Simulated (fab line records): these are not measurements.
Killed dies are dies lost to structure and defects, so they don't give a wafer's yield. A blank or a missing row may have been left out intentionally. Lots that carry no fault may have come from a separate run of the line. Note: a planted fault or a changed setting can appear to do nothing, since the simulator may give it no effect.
fab line records :: flow n5-finfet :: part 2 of 2: steps 24 to 35 of 35
record:
  lots: 5
  wafers: 15
  last-day: 20
route steps=1938 shown BEOL_M1@751
lots with no fault: from the same line, run without faults
start-h: hours from the record's first day to the start of the lot's first wafer shown :: wait-h: how many hours have passed since the lot's step before this one :: " unchanged from the row above :: L1.1+2: one row covering several wafers at once :: - either no value or no given start :: * or withheld: withheld :: < > ~ a bound
route shown NAME@n: a module of which the file shows steps, and the number in the route of the first :: usual: mean/standard deviation of fault-free wafers :: same: alike in all rows :: chamber/n: place in a boat :: sites: per-site readings :: _std_site: standard deviation of those values :: _edge_site: the outer-site mean with the inner-site mean subtracted :: radius-mm: how far each site lies from the wafer's centre :: mask NAME#n: copy n :: behind: tool/chamber where the wafer was last shaped :: hold: why the lot went on hold/how many hours it stayed there/how the hold came to an end :: device: the n, p or np transistor that did not switch :: end of line: at the end of the route, the tests of the same wafers :: where a step has no rows: the recipe by itself :: killed: at the first sort, the dies lost to defects and structure; wafer yield is something else :: map: a wafer's dies, marking killed ones x, the rest . and places with no die _
set.NAME: the setting that was run; set.NAME@STEP: the one run at that earlier step :: model.NAME: the simulator's own value behind a step, which no gauge read
lots at some steps of the route; a table a step, a row a wafer
services: from which hour (start-h, from the record's first day; less than 0 if before it) a tool's chamber was out of use, for how many hours, and why
== steps ==
step: N5_BEOL_M1_HM_OPEN_17
recipe:
  chemistry: Cl2/BCl3
  target-depth-a: 200
  overetch-a: 60
  target: TiN
  mask-material: SOC
  ion-energy-ev: 150
  pressure-mtorr: 10
  icp-w: 1000
  bias-w: 126
  Cl2_flow_sccm: 53.25
  bcl3-flow-sccm: 21.75
  Ar_flow_sccm: 25
usual:
  chamber-pressure-mTorr: 10.000/0.0098
  drypump-motor-current-A: 5.8/0.38
  oes-product-au: 0.63/0.093
  throttle-valve-pct: 22.20/0.26
lot.wafer: L077.1
tool: rie-metal-03
chamber: 1
start-h: 143.91
wait-h: 0.0
chamber-pressure-mTorr: 10.000
drypump-motor-current-A: 5.6
oes-product-au: 0.64
rf-hours-counter-h: 58
throttle-valve-pct: 22.13

lot.wafer: L077.2
tool: rie-metal-03
chamber: 0
start-h: 143.91
wait-h: 0.0
chamber-pressure-mTorr: 9.988
drypump-motor-current-A: 5.7
oes-product-au: 0.66
rf-hours-counter-h: 39
throttle-valve-pct: 21.85

lot.wafer: L077.4
tool: rie-metal-03
chamber: 0
start-h: 143.91
wait-h: 0.0
chamber-pressure-mTorr: 10.007
drypump-motor-current-A: 5.7
oes-product-au: 0.66
rf-hours-counter-h: -
throttle-valve-pct: 21.84

lot.wafer: L081.3
tool: rie-metal-01
chamber: 1
start-h: 173.77
wait-h: 0.1
chamber-pressure-mTorr: 9.998
drypump-motor-current-A: 5.9
oes-product-au: 0.52
rf-hours-counter-h: -
throttle-valve-pct: 22.27

lot.wafer: L081.4
tool: rie-metal-01
chamber: 0
start-h: 173.77
wait-h: 0.1
chamber-pressure-mTorr: 10.003
drypump-motor-current-A: 5.0
oes-product-au: 0.68
rf-hours-counter-h: -
throttle-valve-pct: 22.05

lot.wafer: L081.6
tool: rie-metal-01
chamber: 1
start-h: 173.77
wait-h: 0.1
chamber-pressure-mTorr: 9.998
drypump-motor-current-A: 5.9
oes-product-au: 0.52
rf-hours-counter-h: -
throttle-valve-pct: 22.29

lot.wafer: L089.1
tool: rie-metal-02
chamber: 1
start-h: 208.04
wait-h: 0.0
chamber-pressure-mTorr: 10.003
drypump-motor-current-A: 6.0
oes-product-au: 0.51
rf-hours-counter-h: 123
throttle-valve-pct: 22.32

lot.wafer: L089.3
tool: rie-metal-02
chamber: 1
start-h: 208.04
wait-h: 0.0
chamber-pressure-mTorr: 9.998
drypump-motor-current-A: 6.0
oes-product-au: 0.51
rf-hours-counter-h: -
throttle-valve-pct: 22.31

lot.wafer: L089.5
tool: rie-metal-02
chamber: 1
start-h: 208.04
wait-h: 0.0
chamber-pressure-mTorr: 9.990
drypump-motor-current-A: 6.1
oes-product-au: 0.51
rf-hours-counter-h: -
throttle-valve-pct: 22.30

lot.wafer: L091.3
tool: rie-metal-03
chamber: 0
start-h: 221.37
wait-h: 0.1
chamber-pressure-mTorr: 10.002
drypump-motor-current-A: 5.8
oes-product-au: 0.66
rf-hours-counter-h: -
throttle-valve-pct: 21.82

lot.wafer: L091.5
tool: rie-metal-03
chamber: 1
start-h: 221.37
wait-h: 0.1
chamber-pressure-mTorr: 10.000
drypump-motor-current-A: 5.7
oes-product-au: 0.64
rf-hours-counter-h: -
throttle-valve-pct: 22.12

lot.wafer: L091.6
tool: rie-metal-03
chamber: 0
start-h: 221.37
wait-h: 0.1
chamber-pressure-mTorr: 9.994
drypump-motor-current-A: 5.8
oes-product-au: 0.67
rf-hours-counter-h: -
throttle-valve-pct: 21.82

lot.wafer: L092.2
tool: rie-metal-01
chamber: 1
start-h: 235.37
wait-h: 0.0
chamber-pressure-mTorr: 10.008
drypump-motor-current-A: 5.9
oes-product-au: 0.83
rf-hours-counter-h: 1
throttle-valve-pct: 21.75

lot.wafer: L092.3
tool: rie-metal-01
chamber: 1
start-h: 235.37
wait-h: 0.0
chamber-pressure-mTorr: 10.013
drypump-motor-current-A: 5.9
oes-product-au: 0.82
rf-hours-counter-h: -
throttle-valve-pct: 21.76

lot.wafer: L092.5
tool: rie-metal-01
chamber: 1
start-h: 235.37
wait-h: 0.0
chamber-pressure-mTorr: 9.991
drypump-motor-current-A: 5.9
oes-product-au: 0.83
rf-hours-counter-h: -
throttle-valve-pct: 21.75
step: N5_BEOL_M1_STRIP_19
recipe:
  chemistry: O2
  power-w: 400
  temp-c: 40
  pressure-mtorr: 30
  rf-frequency-hz: 6e+07
  bias-power-w: 0
  overash-fraction: 0.2
  o2-flow-sccm: 225
usual:
  chamber-pressure-mTorr: 30.002/0.026
  drypump-motor-current-A: 5.7/0.33
  oes-product-au: 0.79/0.079
  rf-vpp-V: 3.6/0.48
  showerhead-plenum-p-Torr: 2.10/0.094
  throttle-valve-pct: 16.64/0.28
lot.wafer: L077.1
tool: rie-diel-02
chamber: 1
start-h: 144.02
wait-h: 0.1
chamber-pressure-mTorr: 30.071
drypump-motor-current-A: 5.4
oes-product-au: 0.80
rf-hours-counter-h: 118
rf-vpp-V: 3.1
showerhead-plenum-p-Torr: 2.03
throttle-valve-pct: 16.48

lot.wafer: L077.2
tool: rie-diel-02
chamber: 2
start-h: 144.02
wait-h: 0.1
chamber-pressure-mTorr: 30.004
drypump-motor-current-A: 5.7
oes-product-au: 0.78
rf-hours-counter-h: 128
rf-vpp-V: 4.1
showerhead-plenum-p-Torr: 1.94
throttle-valve-pct: 16.72

lot.wafer: L077.4
tool: rie-diel-02
chamber: 0
start-h: 144.02
wait-h: 0.1
chamber-pressure-mTorr: 30.011
drypump-motor-current-A: 5.8
oes-product-au: 0.67
rf-hours-counter-h: 230
rf-vpp-V: 2.6
showerhead-plenum-p-Torr: 2.09
throttle-valve-pct: 17.02

lot.wafer: L081.3
tool: rie-diel-02
chamber: 1
start-h: 173.85
wait-h: 0.1
chamber-pressure-mTorr: 29.971
drypump-motor-current-A: 5.4
oes-product-au: 0.79
rf-hours-counter-h: 123
rf-vpp-V: 4.7
showerhead-plenum-p-Torr: 2.03
throttle-valve-pct: 16.48

lot.wafer: L081.4
tool: rie-diel-02
chamber: 2
start-h: 173.85
wait-h: 0.1
chamber-pressure-mTorr: 30.005
drypump-motor-current-A: 5.7
oes-product-au: 0.76
rf-hours-counter-h: 133
rf-vpp-V: 3.3
showerhead-plenum-p-Torr: 1.94
throttle-valve-pct: 16.69

lot.wafer: L081.6
tool: rie-diel-02
chamber: 2
start-h: 173.85
wait-h: 0.1
chamber-pressure-mTorr: 30.003
drypump-motor-current-A: 5.7
oes-product-au: 0.78
rf-hours-counter-h: -
rf-vpp-V: 3.8
showerhead-plenum-p-Torr: 1.94
throttle-valve-pct: 16.71

lot.wafer: L089.1
tool: rie-diel-02
chamber: 3
start-h: 208.24
wait-h: 0.2
chamber-pressure-mTorr: 29.985
drypump-motor-current-A: 5.9
oes-product-au: 0.74
rf-hours-counter-h: 173
rf-vpp-V: 3.8
showerhead-plenum-p-Torr: 2.20
throttle-valve-pct: 16.79

lot.wafer: L089.3
tool: rie-diel-02
chamber: 0
start-h: 208.24
wait-h: 0.2
chamber-pressure-mTorr: 29.982
drypump-motor-current-A: 5.8
oes-product-au: 0.67
rf-hours-counter-h: 243
rf-vpp-V: 3.6
showerhead-plenum-p-Torr: 2.08
throttle-valve-pct: 17.05

lot.wafer: L089.5
tool: rie-diel-02
chamber: 2
start-h: 208.24
wait-h: 0.2
chamber-pressure-mTorr: 29.999
drypump-motor-current-A: 5.7
oes-product-au: 0.77
rf-hours-counter-h: -
rf-vpp-V: 2.9
showerhead-plenum-p-Torr: 1.93
throttle-valve-pct: 16.70

lot.wafer: L091.3
tool: rie-diel-02
chamber: 3
start-h: 221.45
wait-h: 0.1
chamber-pressure-mTorr: 29.999
drypump-motor-current-A: 5.9
oes-product-au: 0.73
rf-hours-counter-h: 178
rf-vpp-V: 3.5
showerhead-plenum-p-Torr: 2.20
throttle-valve-pct: 16.81

lot.wafer: L091.5
tool: rie-diel-02
chamber: 1
start-h: 221.45
wait-h: 0.1
chamber-pressure-mTorr: 29.988
drypump-motor-current-A: 5.5
oes-product-au: 0.77
rf-hours-counter-h: -
rf-vpp-V: 3.9
showerhead-plenum-p-Torr: 2.03
throttle-valve-pct: 16.52

lot.wafer: L091.6
tool: rie-diel-02
chamber: 2
start-h: 221.45
wait-h: 0.1
chamber-pressure-mTorr: 29.987
drypump-motor-current-A: 5.6
oes-product-au: 0.77
rf-hours-counter-h: -
rf-vpp-V: 4.1
showerhead-plenum-p-Torr: 1.93
throttle-valve-pct: 16.73

lot.wafer: L092.2
tool: rie-diel-06
chamber: 2
start-h: 235.58
wait-h: 0.2
chamber-pressure-mTorr: 30.020
drypump-motor-current-A: 5.2
oes-product-au: 0.87
rf-hours-counter-h: 35
rf-vpp-V: 3.3
showerhead-plenum-p-Torr: 2.12
throttle-valve-pct: 16.15

lot.wafer: L092.3
tool: rie-diel-06
chamber: 0
start-h: 235.58
wait-h: 0.2
chamber-pressure-mTorr: 29.986
drypump-motor-current-A: 6.3
oes-product-au: 0.80
rf-hours-counter-h: 98
rf-vpp-V: 4.8
showerhead-plenum-p-Torr: 2.11
throttle-valve-pct: 16.52

lot.wafer: L092.5
tool: rie-diel-06
chamber: 2
start-h: 235.58
wait-h: 0.2
chamber-pressure-mTorr: 29.978
drypump-motor-current-A: 5.2
oes-product-au: 0.87
rf-hours-counter-h: -
rf-vpp-V: 4.1
showerhead-plenum-p-Torr: 2.12
throttle-valve-pct: 16.13
step: N5_BEOL_M1_CD_MEAS_18
recipe:
  pitch-nm: 36
  target-cd-nm: 18
usual:
  cd-nm: 18.3/0.4
lot.wafer: L077.1
tool: cd-sem-02
chamber: -
start-h: 144.09
wait-h: 0.0
cd-nm: 17.7

lot.wafer: L077.2
tool: cd-sem-02
chamber: -
start-h: 144.09
wait-h: 0.0
cd-nm: 18.1

lot.wafer: L077.4
tool: cd-sem-02
chamber: -
start-h: 144.09
wait-h: 0.0
cd-nm: 17.8

lot.wafer: L081.3
tool: cd-sem-01
chamber: -
start-h: 173.92
wait-h: 0.1
cd-nm: 18.3

lot.wafer: L081.4
tool: cd-sem-01
chamber: -
start-h: 173.92
wait-h: 0.1
cd-nm: 18.3

lot.wafer: L081.6
tool: cd-sem-01
chamber: -
start-h: 173.92
wait-h: 0.1
cd-nm: 17.5

lot.wafer: L089.1
tool: cd-sem-03
chamber: -
start-h: 208.31
wait-h: 0.0
cd-nm: 17.9

lot.wafer: L089.3
tool: cd-sem-03
chamber: -
start-h: 208.31
wait-h: 0.0
cd-nm: 18.2

lot.wafer: L089.5
tool: cd-sem-03
chamber: -
start-h: 208.31
wait-h: 0.0
cd-nm: 18.0

lot.wafer: L091.3
tool: cd-sem-03
chamber: -
start-h: 221.52
wait-h: 0.1
cd-nm: 18.8

lot.wafer: L091.5
tool: cd-sem-03
chamber: -
start-h: 221.52
wait-h: 0.1
cd-nm: 18.2

lot.wafer: L091.6
tool: cd-sem-03
chamber: -
start-h: 221.52
wait-h: 0.1
cd-nm: 18.2

lot.wafer: L092.2
tool: cd-sem-03
chamber: -
start-h: 235.65
wait-h: 0.1
cd-nm: 18.1

lot.wafer: L092.3
tool: cd-sem-03
chamber: -
start-h: 235.65
wait-h: 0.1
cd-nm: 19.2

lot.wafer: L092.5
tool: cd-sem-03
chamber: -
start-h: 235.65
wait-h: 0.1
cd-nm: 18.6
step: N5_BEOL_M1_COAT_67
recipe:
  resist: SOC
  temp-c: 250
  time-s: 60
  spin-rpm: 1500
  resist-thk-nm: 60
lot.wafer: L077.1+2+4
tool: litho-track-05
chamber: 0
start-h: 144.13
wait-h: 0.0

lot.wafer: L081.3+4+6
tool: litho-track-01
chamber: 0
start-h: 173.95
wait-h: 0.0

lot.wafer: L089.1+3+5
tool: litho-track-05
chamber: 0
start-h: 208.35
wait-h: 0.0

lot.wafer: L091.3+5+6
tool: litho-track-01
chamber: 0
start-h: 221.55
wait-h: 0.0

lot.wafer: L092.2+3+5
tool: litho-track-05
chamber: 0
start-h: 235.68
wait-h: 0.0
step: N5_BEOL_M1_COAT_68
recipe:
  resist: SiARC
  temp-c: 220
  time-s: 60
  spin-rpm: 1500
  resist-thk-nm: 12
lot.wafer: L077.1+2+4
tool: litho-track-05
chamber: 0
start-h: -
wait-h: -

lot.wafer: L081.3+4+6
tool: litho-track-01
chamber: 0
start-h: -
wait-h: -

lot.wafer: L089.1+3+5
tool: litho-track-05
chamber: 0
start-h: -
wait-h: -

lot.wafer: L091.3+5+6
tool: litho-track-01
chamber: 0
start-h: -
wait-h: -

lot.wafer: L092.2+3+5
tool: litho-track-05
chamber: 0
start-h: -
wait-h: -
step: N5_BEOL_M1_COAT_76
recipe:
  resist: underlayer
  temp-c: 205
  time-s: 60
  spin-rpm: 1500
  resist-thk-nm: 5
lot.wafer: L077.1+2+4
tool: litho-track-05
chamber: 0
start-h: -
wait-h: -

lot.wafer: L081.3+4+6
tool: litho-track-01
chamber: 0
start-h: -
wait-h: -

lot.wafer: L089.1+3+5
tool: litho-track-05
chamber: 0
start-h: -
wait-h: -

lot.wafer: L091.3+5+6
tool: litho-track-01
chamber: 0
start-h: -
wait-h: -

lot.wafer: L092.2+3+5
tool: litho-track-05
chamber: 0
start-h: -
wait-h: -
step: N5_BEOL_M1_COAT_22
recipe:
  resist: CAR-EUV
  spin-rpm: 1500
  resist-thk-nm: 30
lot.wafer: L077.1+2+4
tool: litho-track-05
chamber: 0
start-h: -
wait-h: -

lot.wafer: L081.3+4+6
tool: litho-track-01
chamber: 0
start-h: -
wait-h: -

lot.wafer: L089.1+3+5
tool: litho-track-05
chamber: 0
start-h: -
wait-h: -

lot.wafer: L091.3+5+6
tool: litho-track-01
chamber: 0
start-h: -
wait-h: -

lot.wafer: L092.2+3+5
tool: litho-track-05
chamber: 0
start-h: -
wait-h: -
step: N5_BEOL_M1_EBR_24
recipe:
  solvent: PGMEA
  ebr-width-mm: 1.5
lot.wafer: L077.1+2+4
tool: litho-track-05
chamber: 0
start-h: -
wait-h: -

lot.wafer: L081.3+4+6
tool: litho-track-01
chamber: 0
start-h: -
wait-h: -

lot.wafer: L089.1+3+5
tool: litho-track-05
chamber: 0
start-h: -
wait-h: -

lot.wafer: L091.3+5+6
tool: litho-track-01
chamber: 0
start-h: -
wait-h: -

lot.wafer: L092.2+3+5
tool: litho-track-05
chamber: 0
start-h: -
wait-h: -
step: N5_BEOL_M1_SOFTBAKE_23
recipe:
  temp-c: 110
  time-s: 60
  resist: CAR-EUV
lot.wafer: L077.1+2+4
tool: litho-track-05
chamber: 0
start-h: -
wait-h: -

lot.wafer: L081.3+4+6
tool: litho-track-01
chamber: 0
start-h: -
wait-h: -

lot.wafer: L089.1+3+5
tool: litho-track-05
chamber: 0
start-h: -
wait-h: -

lot.wafer: L091.3+5+6
tool: litho-track-01
chamber: 0
start-h: -
wait-h: -

lot.wafer: L092.2+3+5
tool: litho-track-05
chamber: 0
start-h: -
wait-h: -
step: N5_BEOL_M1_EXPOSE_25
recipe:
  mask-id: V0
  na: 0.33
  source-shape: quasar
  sigma-inner: 0.2
  sigma-outer: 0.8
  polarization: unpolarized
  defocus-nm: 5
  target-cd-nm: 24
  dose-mj: 63
same:
  sigma-inner: 0.2
lot.wafer: L077.1+2+4
tool: euv-scanner-01
chamber: 0
start-h: 144.26
wait-h: -
mask: V0#0

lot.wafer: L081.3+4+6
tool: euv-scanner-02
chamber: 0
start-h: 174.11
wait-h: -
mask: V0#0

lot.wafer: L089.1+3+5
tool: euv-scanner-01
chamber: 0
start-h: 208.49
wait-h: -
mask: V0#0

lot.wafer: L091.3+5+6
tool: euv-scanner-02
chamber: 0
start-h: 221.83
wait-h: -
mask: V0#0

lot.wafer: L092.2+3+5
tool: euv-scanner-02
chamber: 0
start-h: 235.83
wait-h: -
mask: V0#0
step: N5_BEOL_M1_PEB_26
recipe:
  peb-temp-c: 100
  peb-time-s: 60
  resist: CAR-EUV
lot.wafer: L077.1+2+4
tool: litho-track-05
chamber: 0
start-h: 144.34
wait-h: 0.1

lot.wafer: L081.3+4+6
tool: litho-track-04
chamber: 0
start-h: 174.17
wait-h: 0.1

lot.wafer: L089.1+3+5
tool: litho-track-01
chamber: 0
start-h: 208.57
wait-h: 0.1

lot.wafer: L091.3+5+6
tool: litho-track-04
chamber: 0
start-h: 221.90
wait-h: 0.1

lot.wafer: L092.2+3+5
tool: litho-track-04
chamber: 0
start-h: 235.90
wait-h: 0.1
step: N5_BEOL_M1_DEVELOP_27
recipe:
  develop-time-s: 30
  developer: TMAH
  resist: CAR-EUV
  rinse-liquid: surfactant-rinse
  dry: air-spin
  dev-temp-c: 23
lot.wafer: L077.1+2+4
tool: litho-track-05
chamber: 0
start-h: -
wait-h: -

lot.wafer: L081.3+4+6
tool: litho-track-04
chamber: 0
start-h: -
wait-h: -

lot.wafer: L089.1+3+5
tool: litho-track-01
chamber: 0
start-h: -
wait-h: -

lot.wafer: L091.3+5+6
tool: litho-track-04
chamber: 0
start-h: -
wait-h: -

lot.wafer: L092.2+3+5
tool: litho-track-04
chamber: 0
start-h: -
wait-h: -
== services ==
tool: pvd-sputter-02
chamber: -
start-h: 118.55
hours: 0.5
kind: repair

tool: rie-diel-02
chamber: 1
start-h: 124.87
hours: 2.3
kind: repair

tool: euv-scanner-02
chamber: -
start-h: 125.12
hours: 1.0
kind: pm

tool: pecvd-04
chamber: -
start-h: 127.98
hours: 6.0
kind: pm

tool: pvd-sputter-03
chamber: -
start-h: 135.19
hours: 3.9
kind: repair

tool: pecvd-04
chamber: 2
start-h: 142.11
hours: 4.0
kind: repair

tool: euv-scanner-02
chamber: -
start-h: 143.79
hours: 2.2
kind: repair

tool: pvd-sputter-01
chamber: -
start-h: 147.54
hours: 3.7
kind: repair

tool: rie-metal-03
chamber: -
start-h: 147.94
hours: 3.5
kind: repair

tool: euv-scanner-01
chamber: -
start-h: 160.40
hours: 4.6
kind: pm

tool: euv-scanner-02
chamber: -
start-h: 161.40
hours: 1.0
kind: repair

tool: euv-scanner-02
chamber: 0
start-h: 169.35
hours: -
kind: calibration

tool: euv-scanner-01
chamber: -
start-h: 170.24
hours: 1.0
kind: pm

tool: pvd-sputter-03
chamber: -
start-h: 175.65
hours: 1.1
kind: repair

tool: euv-scanner-01
chamber: -
start-h: 180.23
hours: 6.2
kind: pm

tool: pvd-sputter-02
chamber: -
start-h: 184.70
hours: 1.4
kind: repair

tool: euv-scanner-02
chamber: -
start-h: 186.48
hours: 1.0
kind: pm

tool: rie-metal-02
chamber: 0
start-h: 195.10
hours: 26.1
kind: repair

tool: euv-scanner-02
chamber: -
start-h: 199.78
hours: 0.5
kind: repair

tool: euv-scanner-02
chamber: -
start-h: 203.09
hours: 5.8
kind: pm

tool: rie-diel-02
chamber: 1
start-h: 203.70
hours: 9.6
kind: repair

tool: rie-diel-02
chamber: 0
start-h: 216.37
hours: 5.1
kind: repair

tool: euv-scanner-01
chamber: -
start-h: 226.37
hours: 1.0
kind: pm

tool: rie-metal-02
chamber: -
start-h: 229.43
hours: 0.2
kind: repair
